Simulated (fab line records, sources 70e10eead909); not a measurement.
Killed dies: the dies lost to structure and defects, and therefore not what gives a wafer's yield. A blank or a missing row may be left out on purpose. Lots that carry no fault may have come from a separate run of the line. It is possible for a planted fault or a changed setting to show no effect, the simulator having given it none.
Matching of chambers + flow nand-harc + rie-diel-10 running NHARC_P_CONTACT_STRIP_28: 4 sister chambers
The step strips in O2. 14 wafers are shown with their chamber, then 7 later ones without.

EACH WAFER AND ITS CHAMBER
| wafer  | chamber | showerhead-plenum-p-Torr (Torr) | drypump-motor-current-A (A) | oes-product-au (a.u.) |
|--------|---------|---------------------------------|-----------------------------|-----------------------|
| L866.3 | 3       | 3.48                            | 5.8                         | 1.000                 |
| L866.4 | 0       | 3.31                            | 5.7                         | 0.995                 |
| L866.5 | 2       | 3.69                            | 6.4                         | 1.008                 |
| L872.1 | 3       | 3.47                            | 5.8                         | 1.010                 |
| L872.3 | 2       | 3.69                            | 6.3                         | 1.000                 |
| L872.6 | 2       | 3.69                            | 6.4                         | 1.000                 |
| L871.1 | 0       | 3.31                            | 5.8                         | 0.996                 |
| L871.2 | 1       | 3.45                            | 5.8                         | 1.008                 |
| L871.5 | 2       | 3.69                            | 6.3                         | 1.005                 |
| L875.2 | 3       | 3.47                            | 5.7                         | 1.005                 |
| L875.3 | 0       | 3.31                            | 5.8                         | 0.994                 |
| L875.6 | 2       | 3.69                            | 6.4                         | 1.006                 |
| L879.1 | 1       | 3.45                            | 5.8                         | 0.999                 |
| L879.2 | 0       | 3.31                            | 5.8                         | 0.996                 |

SIGNATURES, as means of the wafers listed above
| reading                  | chamber 0 | chamber 1 | chamber 2 | chamber 3 | scatter within a chamber |
|--------------------------|-----------|-----------|-----------|-----------|--------------------------|
| showerhead-plenum-p-Torr | 3.3100    | 3.4500    | 3.6900    | 3.4733    | 0.00258                  |
| drypump-motor-current-A  | 5.775     | 5.800     | 6.360     | 5.767     | 0.0512                   |
| oes-product-au           | 0.99525   | 1.00350   | 1.00380   | 1.00500   | 0.00382                  |
Rule: distance of a wafer from a chamber = root of the sum over the readings of ((wafer's reading minus chamber's mean) / reading's scatter) squared. The wafer belongs to the nearest chamber; if the next one is less than 2 further off, it can't be placed. The scatter is the square root of a quotient: the sum, over the shown wafers, of each reading's squared deviation from its chamber's mean, divided by wafers minus chambers.

WAFERS WHOSE CHAMBER IS MISSING
| wafer  | showerhead-plenum-p-Torr (Torr) | drypump-motor-current-A (A) | oes-product-au (a.u.) |
|--------|---------------------------------|-----------------------------|-----------------------|
| L879.4 | 3.69                            | 6.4                         | 0.993                 |
| L882.1 | 3.47                            | 5.8                         | 1.003                 |
| L882.3 | 3.31                            | 5.8                         | 0.995                 |
| L882.5 | 3.69                            | 6.4                         | 0.999                 |
| L881.2 | 3.45                            | 5.8                         | 1.001                 |
| L881.4 | 3.69                            | 6.4                         | 0.990                 |
| L881.6 | 3.47                            | 5.8                         | 1.003                 |

THE CHAMBER EACH PASSED THROUGH
| wafer  | from the rows above | in truth |
|--------|---------------------|----------|
| L879.4 | 2                   | 2        |
| L882.1 | 3                   | 3        |
| L882.3 | 0                   | 0        |
| L882.5 | 2                   | 2        |
| L881.2 | 1                   | 1        |
| L881.4 | 2                   | 2        |
| L881.6 | 3                   | 3        |
Correctly placed: 7 of 7. Not placeable from these rows: 0. Placed wrongly: 0.
